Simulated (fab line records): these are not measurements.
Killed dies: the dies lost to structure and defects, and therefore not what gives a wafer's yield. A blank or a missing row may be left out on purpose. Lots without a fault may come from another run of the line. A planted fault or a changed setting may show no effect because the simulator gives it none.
Struck lot and sound lot, side by side ; flow n5 finfet ; 16 out of 1938 route steps
Sound: these wafers, L716.2, L716.3, L716.5. Struck: wafers L730.1, L730.2, L730.4. Last of all comes the cause.
Per side, at each step with rows, come the tool, then ch with its chambers, and then its first start. Under that, the readings that differ: sound wafers ; struck wafers ; difference of the means ; sigmas: that difference in standard deviations of wafers without a fault.
alike: words and numbers the same on both sides, and readings whose means are apart by under 2 such deviations; not compared: readings that were withheld, readings missing a value for some wafer, numbers with overlapping values and no deviation given by the record, and bounds like >300 which may hide the same value.
The two part at a step that has a row with sigmas, a row that says differs or no value, or rows on one side only. Numbers that have no deviation but don't overlap get no sigmas and don't part them. A reading that every wafer of one side lacks parts them only if that side has two wafers or more.

first, 4 steps without rows for these wafers: N5_SD_EPI_N_WET_ETCH_43 (etches SiO2 in dHF, time 14 s, target depth 1.5 nm); N5_SD_EPI_N_STRIP_18 (strips in SPM, time 750 s); N5_SD_EPI_N_SRD_20 (time 30 s); N5_SD_EPI_N_PRECLEAN_48 (cleans in NF3:NH3, afs cycles 2, time 20 s, sublimation time 60 s).
N5_SD_EPI_N_VAPOR_ETCH_50: etches Si in HCl, time 54 s.
  sound on epi rpcvd-01 ch 0, day 4 03:29; struck on epi rpcvd-01 ch 0, day 7 13:38
  alike: throttle valve pct
then, 1 step without rows for these wafers: N5_SD_EPI_N_EPI_21 (deposits Si:P, time 690 s).
N5_SD_EPI_N_EPI_MEAS_23:
  struck on film metro-01, day 7 16:08; sound on film metro-01, day 4 05:21
  alike: thk nm
then, 3 steps without rows for these wafers: N5_SD_EPI_N_PRECLEAN_24 (cleans in O3/DIW, time 60 s); N5_SD_EPI_N_SRD_25 (time 30 s); N5_SD_EPI_N_PRECLEAN_49 (cleans in NF3:NH3, afs cycles 1, time 20 s, sublimation time 60 s).
N5_SD_EPI_N_LINER_46: material SiNx, target thk 3 nm.
  sound on ald sin-04 ch 1,3, day 4 05:52; struck on ald sin-03 ch 0,2,3, day 7 16:35
  alike: heater power w
N5_SD_EPI_N_INSPECT_26: inspects for defects (darkfield).
  struck on defect inspect-01, day 7 16:50; sound on defect inspect-01, day 4 06:07
  alike: raw defect count
N5_SD_EPI_P_COAT_34: time 60 s, resist thk 350 nm.
  sound on litho track-01 ch 0, day 4 06:08; struck on litho track-04 ch 0, day 7 16:52
reading;sound;struck;difference;sigmas
heater power total W (W);501.3 499.1 500.7;815.3 815.1 814.8;+314.7;+99 or more
plate temp C (C);250.15 250.19 250.28;262.44 262.69 262.56;+12.36;+65
  alike: resist line temp C
then, 1 step without rows for these wafers: N5_SD_EPI_P_COAT_35 (time 60 s, resist thk 35 nm).
-- the record jumps here: 8 days lie between the struck wafers' starts before and after (it left off in module SD_EPI_P and takes up again in module BEOL_M4, whose first step shown is number 1111 of the route) --
N5_BEOL_M4_RC_MEAS_101:
  sound on prober-01 ch 0, day 12 14:26; struck on prober-01 ch 0, day 16 00:03
  alike: DIBL_N, DIBL_P, IOFF_N, IOFF_P, ION_N, ION_P, SS_N, SS_P, VT_N, VT_P
-- record jumps: 4 days separate the struck wafers' starts on either side; left off in module BEOL_M4, taken up again in module PASSIVATION, whose first shown step is the route's number 1936 --
N5_PASSIVATION_PROBE_49:
  struck on prober-01, day 20 04:14; sound on prober-02, day 17 07:26
  alike: defect limited yield, killed_at_M0_to_M3, killed_at_M4_up, killed at contacts, killed at front end, killed at other, killed dies, killed open, killed short, sort_bin_4_leakage, sort_bin_5_function, sort_bin_6_memory, sort n pass, sort yield pct

## WHERE THEY PART
Only at N5_SD_EPI_P_COAT_34, within this record. Later steps at which nothing parts them and some readings are alike: N5_BEOL_M4_RC_MEAS_101, N5_PASSIVATION_PROBE_49.

WHY: what the simulator had put in
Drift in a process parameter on litho track-04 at N5_SD_EPI_P_COAT_34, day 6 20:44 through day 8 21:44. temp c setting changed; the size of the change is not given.
